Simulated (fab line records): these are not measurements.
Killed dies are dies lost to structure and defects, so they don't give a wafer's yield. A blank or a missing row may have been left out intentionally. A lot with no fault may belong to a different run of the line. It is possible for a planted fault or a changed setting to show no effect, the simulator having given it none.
fab line records ; flow n5_finfet
record: lots: 10; wafers: 26; last_day: 18
route steps=1938 shown BEOL_M1@797 BEOL_M4@1111 PASSIVATION@1936
lots that met no fault: from a run of the same line without faults
start_h: hours from the record's first day to the start of the lot's first wafer shown ; wait_h: hours from the lot's prior step to this one ; " identical to the entry in the row above ; L1.1+2: a single row standing in for several wafers ; - no value, or no start was given ; * or withheld: withheld ; < > ~ a bound
route shown NAME@n: a module of which the file shows steps, and the number in the route of the first ; usual: mean and standard deviation over wafers with no fault ; same: alike in all rows ; chamber/n: place in a boat ; sites: each site's reading ; _std_site: the standard deviation of these ; _edge_site: outer sites' mean less inner sites' ; radius_mm: how far each site lies from the wafer's centre ; mask NAME#n: copy n ; behind: the most recent tool/chamber to have shaped the wafer ; hold: the reason the lot was held/the length of the hold in hours/how it ended ; device: the n, p or np transistor that did not switch ; end of line: the route-end tests of the same wafers ; step lacking rows: just its recipe ; killed: count of dies lost to structure and defects at first sort (not the wafer's yield) ; map: a wafer's dies, x killed, . not, _ none there
set.NAME: setting as actually run; set.NAME@STEP: the setting as run at that earlier step ; model.NAME: the simulator's own value behind a step, which no gauge read
steps of the route over a sample of lots; a table a step, a row a wafer
services: from which hour (start_h, from the record's first day; less than 0 if before it) a tool's chamber was out of use, for how many hours, and why
== steps ==
step: N5_BEOL_M1_VIA_ETCH_34
recipe: chemistry: C4F6/O2; target_depth_a: 678; mask_material: SOC; pressure_mtorr: 15; ion_energy_ev: 250; taper_deg: 4; time_s: 64.4; source_w: 350; bias_w: 170; Ar_flow_sccm: 300; C4F6_flow_sccm: 10; O2_flow_sccm: 10
usual: drypump_motor_current_A: 5.8/0.42; oes_o_777_au: 0.77/0.079; oes_product_au: 0.77/0.088; rf_vpp_V: 670/16; showerhead_plenum_p_Torr: 2.84/0.11; throttle_valve_pct: 30.7/0.37
lot.wafer;tool;chamber;start_h;wait_h;drypump_motor_current_A;oes_o_777_au;oes_product_au;rf_hours_counter_h;rf_vpp_V;showerhead_plenum_p_Torr;throttle_valve_pct
L911.3;rie_diel-02;3;131.73;0.0;6.2;0.72;0.72;202;660;2.73;31.1
L911.5;rie_diel-02;1;131.73;0.0;5.7;0.91;0.90;-;692;3.02;30.1
L911.6;rie_diel-02;2;131.73;0.0;5.1;0.79;0.79;-;647;2.88;30.9
L913.3;rie_diel-02;0;145.93;0.0;5.8;0.68;0.71;179;678;2.91;30.3
L913.4;rie_diel-02;1;145.93;0.0;5.8;0.90;0.90;21;693;3.02;30.1
L913.6;rie_diel-02;0;145.93;0.0;5.8;0.68;0.71;-;680;2.91;30.3
L914.1;rie_diel-06;2;145.99;0.0;6.1;0.71;0.71;178;693;2.71;30.9
L914.5;rie_diel-06;3;145.99;0.0;5.7;0.87;0.91;-;666;2.80;30.8
L917.1;rie_diel-06;3;162.77;0.0;5.7;0.86;0.91;26;665;2.80;30.9
L917.2;rie_diel-06;2;162.77;0.0;6.1;0.71;0.71;182;695;2.71;31.0
L917.6;rie_diel-06;1;162.77;0.0;6.5;0.90;0.90;-;659;2.80;30.8
L918.1;rie_diel-01;1;175.22;0.0;5.5;0.78;0.73;184;657;2.93;31.0
L918.4;rie_diel-01;3;175.22;0.0;6.1;0.67;0.66;230;663;2.67;30.3
L918.6;rie_diel-01;1;175.22;0.0;5.5;0.77;0.73;-;658;2.93;31.0
L919.4;rie_diel-01;3;175.69;0.0;6.0;0.66;0.67;230;663;2.67;30.3
L919.5;rie_diel-01;1;175.69;0.0;5.5;0.78;0.73;-;655;2.93;31.0
L919.6;rie_diel-01;2;175.69;0.0;5.4;0.69;0.73;-;692;2.71;30.9
L924.1;rie_diel-06;2;211.86;0.0;6.1;0.69;0.69;198;691;2.71;31.0
L924.4;rie_diel-06;0;211.86;0.0;6.8;0.72;0.68;-;649;2.91;30.6
L931.2;rie_diel-06;1;248.52;0.0;6.5;0.86;0.87;55;657;2.79;30.9
L931.3;rie_diel-06;0;248.52;0.0;6.8;0.72;0.69;212;649;2.90;30.7
L931.4;rie_diel-06;2;248.52;0.0;6.1;0.69;0.69;207;690;2.70;31.0
L932.2;rie_diel-01;1;254.81;0.0;5.5;0.76;0.71;212;655;2.92;31.0
L932.3;rie_diel-01;3;254.81;0.0;6.0;0.66;0.65;245;662;2.67;30.3
L933.2;rie_diel-06;0;272.48;0.0;6.8;0.71;0.67;220;649;2.90;30.7
L933.6;rie_diel-06;1;272.48;0.0;6.5;0.86;0.84;-;658;2.78;30.8
step: N5_BEOL_M1_STRIP_36
recipe: chemistry: N2/H2; power_w: 450; temp_c: 40; pressure_mtorr: 20; rf_frequency_hz: 6e+07; overash_fraction: 0.3; bias_power_w: 7; h2_frac: 0.5; n2_flow_sccm: 200; h2_flow_sccm: 200
usual: bias_power_w: 7.004/0.023; chamber_pressure_mTorr: 20.00/0.033; drypump_motor_current_A: 5.8/0.42; oes_product_au: 0.78/0.083; overash_fraction: 0.3/0; rf_vpp_V: 59.2/1.4; showerhead_plenum_p_Torr: 2.53/0.1; throttle_valve_pct: 23.6/0.39
lot.wafer;tool;chamber;start_h;wait_h;bias_power_w;chamber_pressure_mTorr;drypump_motor_current_A;oes_product_au;overash_fraction;rf_hours_counter_h;rf_vpp_V;showerhead_plenum_p_Torr;throttle_valve_pct
L911.3;rie_diel-02;3;131.79;0.0;7.024;20.00;6.2;0.73;0.3;202;60.5;2.42;23.9
L911.5;rie_diel-02;1;131.79;0.0;7.002;19.95;5.8;0.91;0.3;-;59.2;2.71;23.2
L911.6;rie_diel-02;2;131.79;0.0;7.026;20.03;5.1;0.82;0.3;-;60.5;2.55;23.5
L913.3;rie_diel-02;0;145.99;0.0;7.036;19.98;5.8;0.73;0.3;179;59.5;2.64;23.6
L913.4;rie_diel-02;1;145.99;0.0;7.004;19.98;5.8;0.90;0.3;21;61.1;2.71;23.1
L913.6;rie_diel-02;0;145.99;0.0;6.981;20.01;5.8;0.73;0.3;-;62.6;2.63;23.7
L914.1;rie_diel-06;2;146.05;0.0;7.062;19.97;6.1;0.72;0.3;178;59.3;2.44;24.3
L914.5;rie_diel-06;3;146.05;0.0;7.009;20.06;5.8;0.94;0.3;-;57.9;2.48;23.6
L917.1;rie_diel-06;3;162.83;0.0;-;-;-;-;-;-;-;-;-
L917.2;rie_diel-06;2;162.83;0.0;-;-;-;-;-;-;-;-;-
L917.6;rie_diel-06;1;162.83;0.0;-;-;-;-;-;-;-;-;-
L918.1;rie_diel-01;1;175.28;0.0;-;-;-;-;-;-;-;-;-
L918.4;rie_diel-01;3;175.28;0.0;-;-;-;-;-;-;-;-;-
L918.6;rie_diel-01;1;175.28;0.0;-;-;-;-;-;-;-;-;-
L919.4;rie_diel-01;3;175.75;0.0;-;-;-;-;-;-;-;-;-
L919.5;rie_diel-01;1;175.75;0.0;-;-;-;-;-;-;-;-;-
L919.6;rie_diel-01;2;175.75;0.0;-;-;-;-;-;-;-;-;-
L924.1;rie_diel-06;2;211.92;0.0;6.998;19.96;6.1;0.70;0.3;198;56.8;2.43;24.4
L924.4;rie_diel-06;0;211.92;0.0;7.024;20.01;6.8;0.69;0.3;-;59.2;2.62;23.6
L931.2;rie_diel-06;1;248.58;0.0;6.977;20.01;6.5;0.87;0.3;55;59.8;2.48;23.6
L931.3;rie_diel-06;0;248.58;0.0;7.005;20.00;6.8;0.70;0.3;212;58.1;2.62;23.7
L931.4;rie_diel-06;2;248.58;0.0;6.978;19.96;6.1;0.70;0.3;207;59.0;2.43;24.4
L932.2;rie_diel-01;1;254.87;0.0;7.031;19.94;5.5;0.72;0.3;212;56.9;2.62;23.9
L932.3;rie_diel-01;3;254.87;0.0;6.998;19.97;6.0;0.65;0.3;245;58.0;2.41;23.6
L933.2;rie_diel-06;0;272.54;0.0;6.952;19.96;6.8;0.68;0.3;220;59.5;2.61;23.7
L933.6;rie_diel-06;1;272.54;0.0;7.006;20.05;6.5;0.85;0.3;-;59.4;2.48;23.6
step: N5_BEOL_M1_STRIP_97
recipe: chemistry: N2/H2; time_s: 10; power_w: 450; temp_c: 40; pressure_mtorr: 20; rf_frequency_hz: 6e+07; bias_power_w: 7; n2_flow_sccm: 200; h2_flow_sccm: 200
usual: bias_power_w: 6.999/0.022; chamber_pressure_mTorr: 20.002/0.029; drypump_motor_current_A: 5.8/0.42; oes_product_au: 0.78/0.083; rf_vpp_V: 59.1/0.89; showerhead_plenum_p_Torr: 2.53/0.1; throttle_valve_pct: 23.6/0.39
lot.wafer;tool;chamber;start_h;wait_h;bias_power_w;chamber_pressure_mTorr;drypump_motor_current_A;oes_product_au;rf_hours_counter_h;rf_vpp_V;showerhead_plenum_p_Torr;throttle_valve_pct
L911.3;rie_diel-02;3;-;-;7.013;20.034;6.2;0.72;202;59.0;2.42;23.9
L911.5;rie_diel-02;1;-;-;6.982;19.998;5.7;0.89;-;60.8;2.71;23.2
L911.6;rie_diel-02;2;-;-;6.933;19.974;5.1;0.81;-;60.9;2.55;23.5
L913.3;rie_diel-02;0;-;-;7.004;19.997;5.8;0.73;179;59.0;2.64;23.7
L913.4;rie_diel-02;1;-;-;7.015;19.996;5.7;0.89;21;60.6;2.71;23.2
L913.6;rie_diel-02;0;-;-;7.031;20.002;5.8;0.72;-;59.9;2.63;23.6
L914.1;rie_diel-06;2;-;-;7.007;19.988;6.1;0.72;178;59.9;2.44;24.4
L914.5;rie_diel-06;3;-;-;7.000;19.992;5.8;0.93;-;59.2;2.48;23.6
L917.1;rie_diel-06;3;162.94;0.0;7.018;20.022;5.8;0.92;27;59.3;2.48;23.6
L917.2;rie_diel-06;2;162.94;0.0;6.996;20.008;6.1;0.72;182;58.4;2.44;24.3
L917.6;rie_diel-06;1;162.94;0.0;7.036;20.018;6.5;0.90;-;60.1;2.49;23.6
L918.1;rie_diel-01;1;175.40;0.0;7.029;20.004;5.5;0.73;184;58.4;2.63;23.9
L918.4;rie_diel-01;3;175.40;0.0;7.056;20.008;6.0;0.66;230;58.9;2.41;23.6
L918.6;rie_diel-01;1;175.40;0.0;7.023;19.970;5.5;0.73;-;58.9;2.63;23.9
L919.4;rie_diel-01;3;175.87;0.0;7.011;20.014;6.0;0.66;230;58.8;2.41;23.5
L919.5;rie_diel-01;1;175.87;0.0;6.991;19.990;5.5;0.73;-;59.3;2.63;23.9
L919.6;rie_diel-01;2;175.87;0.0;6.987;20.034;5.4;0.73;-;57.2;2.40;23.7
L924.1;rie_diel-06;2;-;-;6.988;20.021;6.1;0.70;198;59.1;2.43;24.4
L924.4;rie_diel-06;0;-;-;7.022;19.989;6.8;0.69;-;59.0;2.62;23.7
L931.2;rie_diel-06;1;-;-;7.040;19.999;6.5;0.87;55;56.7;2.48;23.6
L931.3;rie_diel-06;0;-;-;6.965;20.003;6.8;0.69;212;58.2;2.62;23.7
L931.4;rie_diel-06;2;-;-;7.008;20.000;6.1;0.70;207;59.8;2.43;24.4
L932.2;rie_diel-01;1;-;-;6.999;20.024;5.5;0.71;212;58.7;2.62;23.9
L932.3;rie_diel-01;3;-;-;7.006;20.014;6.1;0.65;245;59.5;2.40;23.5
L933.2;rie_diel-06;0;-;-;6.998;20.024;6.8;0.68;220;60.4;2.61;23.7
L933.6;rie_diel-06;1;-;-;6.993;20.020;6.5;0.86;-;58.9;2.48;23.7
step: N5_BEOL_M1_OCD_MEAS_38
usual: trench_depth_nm: 53.9/1
lot.wafer;tool;chamber;start_h;wait_h;trench_depth_nm
L911.3;ocd-02;-;131.99;-;55.5
L911.5;ocd-02;-;131.99;-;54.4
L911.6;ocd-02;-;131.99;-;53.6
L913.3;ocd-02;-;146.19;-;54.1
L913.4;ocd-02;-;146.19;-;53.4
L913.6;ocd-02;-;146.19;-;53.3
L914.1;ocd-01;-;146.25;-;54.0
L914.5;ocd-01;-;146.25;-;53.6
L917.1;ocd-02;-;163.02;0.1;53.3
L917.2;ocd-02;-;163.02;0.1;54.0
L917.6;ocd-02;-;163.02;0.1;53.9
L918.1;ocd-02;-;175.48;0.1;53.9
L918.4;ocd-02;-;175.48;0.1;51.7
L918.6;ocd-02;-;175.48;0.1;54.8
L919.4;ocd-01;-;175.95;0.1;51.5
L919.5;ocd-01;-;175.95;0.1;54.6
L919.6;ocd-01;-;175.95;0.1;53.8
L924.1;ocd-01;-;212.12;-;53.1
L924.4;ocd-01;-;212.12;-;52.1
L931.2;ocd-01;-;248.78;-;55.2
L931.3;ocd-01;-;248.78;-;52.8
L931.4;ocd-01;-;248.78;-;53.5
L932.2;ocd-02;-;255.07;-;54.3
L932.3;ocd-02;-;255.07;-;52.8
L933.2;ocd-01;-;272.74;-;52.5
L933.6;ocd-01;-;272.74;-;54.2
step: N5_BEOL_M4_RC_MEAS_101
usual: DIBL_N: 35.0/2.4; DIBL_P: 35.4/2.8; IOFF_N: 0.14/0.045; IOFF_P: 0.20/0.048; ION_N: 667/19; ION_P: 460/11; SS_N: 71.2/0.71; SS_P: 73.1/0.86; VT_N: 252/4.6; VT_P: -251/3.4
lot.wafer;tool;chamber;start_h;wait_h;DIBL_N[mV/V];DIBL_P[mV/V];IOFF_N[nA/um];IOFF_P[nA/um];ION_N[uA/um];ION_P[uA/um];SS_N[mV/dec];SS_P[mV/dec];VT_N[mV];VT_P[mV]
L911.3;prober-02;0;172.56;0.3;36.5;37.5;0.17;0.24;679;464;71.8;73.7;250;-249
L911.5;prober-02;0;172.56;0.3;33.4;33.1;0.12;0.17;663;456;70.4;72.9;253;-252
L911.6;prober-02;0;172.56;0.3;36.5;38.6;0.18;0.25;687;474;72.3;74.1;248;-248
L913.3;prober-02;0;182.25;0.3;37.4;38.2;0.21;0.25;689;473;72.0;73.7;246;-248
L913.4;prober-02;0;182.25;0.3;37.7;37.8;0.21;0.24;677;462;71.7;74.5;246;-248
L913.6;prober-02;0;182.25;0.3;38.5;39.6;0.21;0.27;676;464;71.7;74.2;247;-248
L914.1;prober-01;0;185.52;0.0;39.1;41.1;0.22;0.29;697;481;73.0;74.9;247;-246
L914.5;prober-01;0;185.52;0.0;42.2;45.0;0.32;0.39;706;481;72.5;75.2;239;-243
L924.1;prober-01;0;256.38;0.0;35.5;35.3;0.14;0.18;659;452;70.9;72.7;251;-252
L924.4;prober-01;0;256.38;0.0;34.0;34.1;0.11;0.17;667;456;70.2;72.5;255;-252
L931.2;prober-02;0;283.82;0.2;33.8;35.2;0.10;0.16;665;462;71.1;72.1;259;-256
L931.3;prober-02;0;283.82;0.2;37.8;39.5;0.16;0.23;661;454;72.3;73.1;252;-250
L931.4;prober-02;0;283.82;0.2;33.6;34.3;0.10;0.16;664;458;72.0;72.7;258;-255
L932.2;prober-02;0;302.41;0.2;33.1;36.2;0.12;0.18;654;457;71.3;72.9;253;-251
L932.3;prober-02;0;302.41;0.2;36.3;39.3;0.19;0.23;702;479;72.0;74.1;243;-248
L933.2;prober-01;0;311.42;0.2;34.6;35.6;0.14;0.20;681;471;70.7;73.5;251;-252
L933.6;prober-01;0;311.42;0.2;33.8;34.3;0.11;0.17;656;450;70.9;73.0;256;-256
step: N5_PASSIVATION_PROBE_49
usual: defect_limited_yield: 91.7/1.4; killed_at_M0_to_M3: 32/9.7; killed_at_M4_up: 14/5.5; killed_at_contacts: 13/6.1; killed_at_front_end: 35/10; killed_at_other: 4.2/2.9; killed_dies: 98/17; killed_on_rim: 13/4.2; killed_open: 63/12; killed_short: 32/7.7; sort_bin_4_leakage: 0.0/0.33; sort_bin_5_function: 4.8/0.9; sort_bin_6_memory: 3.1/0.63; sort_n_pass: 1073/41; sort_yield_pct: 91/3.5
same: gross_dies: 1180; killed_at_back_side: 0; sort_bin_8_speed[%]: 0
lot.wafer;tool;chamber;start_h;wait_h;defect_limited_yield[%];killed_at_M0_to_M3;killed_at_M4_up;killed_at_contacts;killed_at_front_end;killed_at_other;killed_dies;killed_on_rim;killed_open;killed_short;sort_bin_4_leakage[%];sort_bin_5_function[%];sort_bin_6_memory[%];sort_n_pass;sort_yield_pct[%]
L911.3;prober-02;-;279.18;0.1;92.9;25;9;12;38;0;84;8;56;26;0;4.6;2.4;1096;93
L911.5;prober-02;-;279.28;0.2;91.4;26;9;20;42;4;101;15;71;27;0;5.3;3.0;1079;91
L911.6;prober-02;-;279.33;0.3;90.3;37;18;15;40;4;114;17;69;34;0;5.9;2.5;1066;90
L913.3;prober-01;-;287.71;0.1;92.5;39;11;11;25;3;89;13;56;29;0;3.9;3.2;1091;92
L913.4;prober-01;-;287.76;0.2;90.5;45;15;16;25;11;112;13;80;27;0;5.4;3.9;1068;91
L913.6;prober-01;-;287.86;0.3;91.2;41;9;10;39;5;104;19;68;35;0;5.3;3.2;1076;91
L917.1;prober-01;-;305.58;0.0;0;1132;10;5;30;3;1180;152;51;23;0;97.6;2.0;0;0
L917.2;prober-01;-;305.63;0.1;0;1138;14;1;27;0;1180;152;47;47;0;96.8;2.7;0;0
L917.6;prober-01;-;305.83;0.3;0;1122;7;5;40;6;1180;152;45;36;0;96.5;3.1;0;0
L919.4;prober-01;-;321.73;0.2;0;1107;9;10;47;7;1180;152;62;30;0;97.0;2.9;0;0
L919.5;prober-01;-;321.78;0.2;0;1126;8;10;33;3;1180;152;58;28;0;97.0;2.5;0;0
L919.6;prober-01;-;321.83;0.3;0;1116;7;20;31;6;1180;152;59;45;0;96.8;2.5;0;0
L918.1;prober-02;-;324.11;0.0;0;1111;17;16;36;0;1180;152;66;23;0;97.2;2.6;0;0
L918.4;prober-02;-;324.26;0.2;0;1134;13;8;19;6;1180;152;50;34;0;97.6;2.1;0;0
L918.6;prober-02;-;324.36;0.3;0;1138;12;10;17;3;1180;152;48;24;0;96.9;3.0;0;0
L924.1;prober-02;-;373.62;0.0;91.4;32;23;11;29;6;101;15;69;24;0;4.4;3.4;1079;91
L924.4;prober-02;-;373.77;0.2;91.7;28;14;16;38;2;98;10;62;35;0;4.4;3.5;1082;92
killed by level:class
L911.3 MOL_CONTACT_COAG:geometric_particle:open=11 BEOL_M0_SAQP:geometric_particle:short=8 STI_FIN_REVEAL:geometric_particle:open=6 GATE_CUT:geometric_particle:short=5 GATE_CUT:geometric_particle:open=5 BEOL_M0_SAQP:geometric_particle:open=5 BEOL_M3:geometric_particle:open=5 STARTING-WAFER:geometric_particle:open=5
L911.5 MOL_CONTACT_COAG:geometric_particle:open=16 STI_FIN_REVEAL:geometric_particle:open=14 BEOL_M0_SAQP:geometric_particle:open=8 BEOL_M3:geometric_particle:open=5 STI_FIN_REVEAL:geometric_particle:short=4 DUMMY_GATE:geometric_particle:open=4 BEOL_M2:geometric_particle:open=4 MIM_TOP:geometric_particle:open=4
L911.6 MOL_CONTACT_COAG:geometric_particle:open=14 STI_FIN_REVEAL:geometric_particle:open=11 BEOL_M4:geometric_particle:open=11 BEOL_M3:geometric_particle:open=9 HKMG_FIN:area_etch=9 BEOL_M0_SAQP:geometric_particle:open=8 BEOL_M0_SAQP:geometric_particle:short=7 FIN_SAQP:geometric_particle:short=5
L913.3 BEOL_M0_SAQP:geometric_particle:short=10 BEOL_M0_SAQP:geometric_particle:open=9 MOL_CONTACT_COAG:geometric_particle:open=8 FIN_SAQP:geometric_particle:open=6 BEOL_M3:geometric_particle:open=6 STI_FIN_REVEAL:geometric_particle:open=5 BEOL_M2:geometric_particle:open=4 BEOL_M0:geometric_particle:open=4
L913.4 MOL_CONTACT_COAG:geometric_particle:open=15 BEOL_M0_SAQP:geometric_particle:open=13 BEOL_M2:geometric_particle:open=9 STI_FIN_REVEAL:geometric_particle:open=6 BEOL_M0_SAQP:geometric_particle:short=6 BEOL_M1:geometric_particle:open=6 BEOL_M4:geometric_particle:open=4 STARTING-WAFER:geometric_particle:short=4
L913.6 FIN_SAQP:geometric_particle:open=10 STI_FIN_REVEAL:geometric_particle:open=9 MOL_CONTACT_COAG:geometric_particle:open=8 BEOL_M0_SAQP:geometric_particle:open=8 BEOL_M2:geometric_particle:open=8 BEOL_M0_SAQP:geometric_particle:short=7 BEOL_M1:geometric_particle:open=6 FIN_SAQP:geometric_particle:short=4
L917.1 BEOL_M1:area_ald=1104 STI_FIN_REVEAL:geometric_particle:open=12 BEOL_M1:geometric_particle:open=8 BEOL_M0_SAQP:geometric_particle:open=5 FIN_SAQP:geometric_particle:short=4 BEOL_M2:geometric_particle:open=4 BEOL_M3:geometric_particle:open=4 FIN_SAQP:geometric_particle:open=3
L917.2 BEOL_M1:area_ald=1080 BEOL_M0_SAQP:geometric_particle:short=24 BEOL_M0_SAQP:geometric_particle:open=9 BEOL_M3:geometric_particle:open=9 STI_FIN_REVEAL:geometric_particle:open=6 BEOL_M1:geometric_particle:open=5 FIN_SAQP:geometric_particle:short=4 BEOL_M1:geometric_particle:short=4
L917.6 BEOL_M1:area_ald=1097 FIN_SAQP:geometric_particle:open=10 BEOL_M0_SAQP:geometric_particle:short=9 FIN_SAQP:geometric_particle:short=8 BEOL_M0_SAQP:geometric_particle:open=6 DUMMY_GATE:geometric_particle:open=5 MOL_CONTACT_COAG:geometric_particle:open=5 STI_FIN_REVEAL:geometric_particle:open=4
L919.4 BEOL_M1:area_ald=1082 DUMMY_GATE:geometric_particle:open=9 FIN_SAQP:geometric_particle:short=8 MOL_CONTACT_COAG:geometric_particle:open=6 BEOL_M3:geometric_particle:open=6 FIN_SAQP:geometric_particle:open=5 FIN_CUT:area_etch=5 MOL_CONTACT_COAG:geometric_particle:short=4
L919.5 BEOL_M1:area_ald=1094 BEOL_M1:geometric_particle:open=14 MOL_CONTACT_COAG:geometric_particle:open=9 STI_FIN_REVEAL:geometric_particle:open=7 BEOL_M3:geometric_particle:open=7 BEOL_M1:geometric_particle:short=6 FIN_SAQP:geometric_particle:open=4 DUMMY_GATE:geometric_particle:short=4
L919.6 BEOL_M1:area_ald=1075 MOL_CONTACT_COAG:geometric_particle:open=15 BEOL_M1:geometric_particle:open=14 BEOL_M1:geometric_particle:short=8 BEOL_M0_SAQP:geometric_particle:short=6 GATE_CUT:geometric_particle:short=5 MOL_CONTACT_COAG:geometric_particle:short=5 SPACER0:geometric_particle:short=4
L918.1 BEOL_M1:area_ald=1086 MOL_CONTACT_COAG:geometric_particle:open=15 BEOL_M2:geometric_particle:open=9 STI_FIN_REVEAL:geometric_particle:open=9 FIN_SAQP:geometric_particle:open=6 BEOL_M0_SAQP:geometric_particle:open=6 BEOL_M4:geometric_particle:open=6 FIN_SAQP:geometric_particle:short=5
L918.4 BEOL_M1:area_ald=1093 BEOL_M2:geometric_particle:open=11 BEOL_M0_SAQP:geometric_particle:open=7 BEOL_M0_SAQP:geometric_particle:short=7 MOL_CONTACT_COAG:geometric_particle:open=6 BEOL_M3:geometric_particle:open=6 BEOL_M4:geometric_particle:open=6 BEOL_M3:geometric_particle:short=5
L918.6 BEOL_M1:area_ald=1104 MOL_CONTACT_COAG:geometric_particle:open=8 BEOL_M3:geometric_particle:open=7 BEOL_M1:geometric_particle:open=6 BEOL_M2:geometric_particle:open=6 BEOL_M0_SAQP:geometric_particle:open=5 BEOL_M0_SAQP:geometric_particle:short=5 STARTING-WAFER:geometric_particle:short=5
L924.1 MOL_CONTACT_COAG:geometric_particle:open=11 BEOL_M2:geometric_particle:open=8 HKMG_FIN:area_etch=8 BEOL_M1:geometric_particle:open=7 BEOL_M4:geometric_particle:open=7 BEOL_M3:geometric_particle:short=6 FIN_SAQP:geometric_particle:short=4 FIN_SAQP:geometric_particle:open=4
L924.4 BEOL_M3:geometric_particle:open=14 STI_FIN_REVEAL:geometric_particle:open=9 MOL_CONTACT_COAG:geometric_particle:open=9 MOL_CONTACT_COAG:geometric_particle:short=7 STI_FIN_REVEAL:geometric_particle:short=6 BEOL_M4:geometric_particle:open=6 FIN_SAQP:geometric_particle:short=5 FIN_SAQP:geometric_particle:open=5
== services ==
tool;chamber;start_h;hours;kind
rie_diel-02;3;134.23;1.3;repair
rie_diel-02;-;147.33;14.6;pm
rie_diel-02;1;176.33;5.3;repair
rie_diel-01;3;198.80;7.3;repair
rie_diel-01;3;211.77;18.5;repair
rie_diel-01;3;268.96;-;clean
rie_diel-01;3;268.96;-;consumable_replace:focus_ring
rie_diel-01;3;268.96;-;consumable_replace:showerhead
rie_diel-01;3;268.96;16.1;scheduled_down
rie_diel-01;3;268.96;16.1;vent_cycle
== key ==
first_sign: step: N5_BEOL_M1_STRIP_36; reading: tool_record; direction: missing
effect: step: N5_PASSIVATION_PROBE_49; reading: killed_at_M0_to_M3; direction: up; sigmas: 99+; usual: 32; struck: 1125
more_kills_born_at: N5_BEOL_M1_ALD_84@ald_metal-03: 6534; N5_BEOL_M1_ALD_84@ald_metal-01: 3281
met_at N5_BEOL_M1_STRIP_36
struck_lots L917,L918,L919
later_rows_left_out L917.1,L917.2,L917.6,L918.1,L918.4,L918.6,L919.4,L919.5,L919.6
not_acting_at N5_BEOL_M1_VIA_ETCH_34,N5_BEOL_M1_STRIP_97,N5_BEOL_M1_OCD_MEAS_38
onset_between 146.05 162.83
fault: kind: skipped_step_whole; tool: rie_diel-01,rie_diel-06; chamber: -; onset_h: 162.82; steps: N5_BEOL_M1_STRIP_36; scope: struck_lots_only
later_rows_left_out: the simulator's readings of these wafers behind a module that went badly wrong aren't trusted and aren't shown, but for the sort
